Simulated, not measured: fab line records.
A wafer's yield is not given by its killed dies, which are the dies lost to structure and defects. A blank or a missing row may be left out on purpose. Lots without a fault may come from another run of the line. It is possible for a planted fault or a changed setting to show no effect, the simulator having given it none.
A lot that was struck, set against a sound lot + flow n5 finfet + 15 steps out of a route of 1938
Sound: these wafers, L902.1, L902.3, L902.5. Struck: wafer L912.3 (L912.1, L912.4, from the same lot, were not struck and are left out); the cause is given at the end.
For every step that has rows: the tool of each side, followed by ch and its chambers, followed by its first start. Under that, the readings that differ: sound wafers + struck wafers + difference of the means + sigmas: that difference in standard deviations of wafers without a fault.
alike: readings with means less than 2 such deviations apart, plus words and numbers identical on both sides. not compared: withheld readings, readings lacking a value on some wafer, bounds such as >300 that could conceal the same value, and numbers that have no deviation in the record and whose values overlap.
The two part at a step that has a row with sigmas, a row that says differs or no value, or rows on one side only. Numbers that have no deviation but don't overlap get no sigmas and don't part them. A reading that every wafer of one side lacks parts them only if that side has two wafers or more.

first, 2 steps without rows for these wafers: N5_BEOL_M15_PRE_CLEAN_52 (time 15 s); N5_BEOL_M15_DEP_53 (deposits SiCN from 3MS/NH3, target thk 50 nm, time 17.8 s).
N5_BEOL_M15_RS_MEAS_54: a four-point-probe measurement.
  sound on film metro-01 at day 12 18:56; struck on film metro-02 at day 15 16:09
  alike: M15_RS
N5_BEOL_M15_INSPECT_55: inspects for defects (darkfield).
  sound on defect inspect-01 at day 12 18:58; struck on defect inspect-02 at day 15 16:10
  alike: raw defect count
N5_BEOL_M15_RC_MEAS_101:
  sound on prober-02 ch 0, day 12 18:59; struck on prober-01 ch 0, day 15 16:12
| reading           | sound                 | struck  | difference | sigmas |
|-------------------|-----------------------|---------|------------|--------|
| COMB_M13 (S/m)    | 5e-12 6.3e-12 6.3e-12 | 3.3e-12 | -2.6e-12   | -3     |
| COMB_M15 (S/m)    | 3.4e-12 3.1e-12 4e-12 | 2.2e-12 | -1.3e-12   | -2     |
| SERP_M10 (ohm/um) | 3.06 2.88 3.03        | 3.24    | +0.25      | +3     |
| SERP_M8 (ohm/um)  | 13.2 13.7 13.4        | 14.8    | +1.4       | +3     |
  alike: COMB_M10, COMB_M11, COMB_M12, COMB_M14, COMB_M14_max_site, COMB_M5, COMB_M6, COMB_M7, COMB_M8, COMB_M9, SERP_M11, SERP_M12, SERP_M13, SERP_M14, SERP_M14_max_site, SERP_M5, SERP_M6, SERP_M7, SERP_M9
then, 1 step without rows for these wafers: N5_PASSIVATION_PECVD_00 (deposits SiO2 from SiH4/N2O, target thk 200 nm, time 11.2 s).
N5_MIM_BOT_DEGAS_01: time 60 s.
  sound on pvd sputter-03 at day 12 20:19; struck on pvd sputter-02 at day 15 17:58
  alike: heater power w
N5_MIM_BOT_SPUTTER_00: material TiN, target thk 35 nm, time 89.7 s.
  sound on pvd sputter-03 at day 12 20:21; struck on pvd sputter-02 at day 15 18:00
  alike: throttle valve pct
then, 1 step without rows for these wafers: N5_MIM_TOP_ALD_00 (deposits Al2O3, purge time 3 s, co reactant pulse time 3 s).
N5_MIM_TOP_ALD_01: deposits HfO2, target thk 5.6 nm, pulse time 1 s, purge time 3 s.
  sound: ald hk-03 ch 0,1,3; struck: ald hk-01 ch 2
  alike: precursor pulse height rel
  not compared: since wet clean h
N5_MIM_TOP_ALD_02: deposits Al2O3, purge time 3 s, co reactant pulse time 3 s.
  sound: ald hk-03 ch 0,1,3; struck: ald hk-01 ch 2
  alike: precursor pulse height rel
N5_MIM_TOP_DEGAS_04: time 60 s.
  sound on pvd sputter-03 at day 12 22:55; struck on pvd sputter-02 at day 15 19:31
  alike: heater power w
N5_MIM_TOP_SPUTTER_03: material TiN, target thk 35 nm, time 89.7 s.
  sound on pvd sputter-03 at day 12 22:57; struck on pvd sputter-02 at day 15 19:34
| reading                                     | sound        | struck | difference | sigmas |
|---------------------------------------------|--------------|--------|------------|--------|
| model.TiN_of_MIM_TOP_SPUTTER_03.thk nm (nm) | 35 34.6 34.8 | 26.2   | -8.6       |        |
  alike: throttle valve pct
then, 2 steps without rows for these wafers: N5_MIM_TOP_LITHO_HMDS_01 (time 60 s); N5_PASSIVATION_PROBE_49.

WHERE THEY PART
At N5_BEOL_M15_RC_MEAS_101 and nowhere else, as far as this record goes. Later steps at which nothing parts them and some readings are alike: N5_MIM_BOT_DEGAS_01, N5_MIM_BOT_SPUTTER_00, N5_MIM_TOP_ALD_01, N5_MIM_TOP_ALD_02, N5_MIM_TOP_DEGAS_04, N5_MIM_TOP_SPUTTER_03.

WHY: the cause the simulator had injected
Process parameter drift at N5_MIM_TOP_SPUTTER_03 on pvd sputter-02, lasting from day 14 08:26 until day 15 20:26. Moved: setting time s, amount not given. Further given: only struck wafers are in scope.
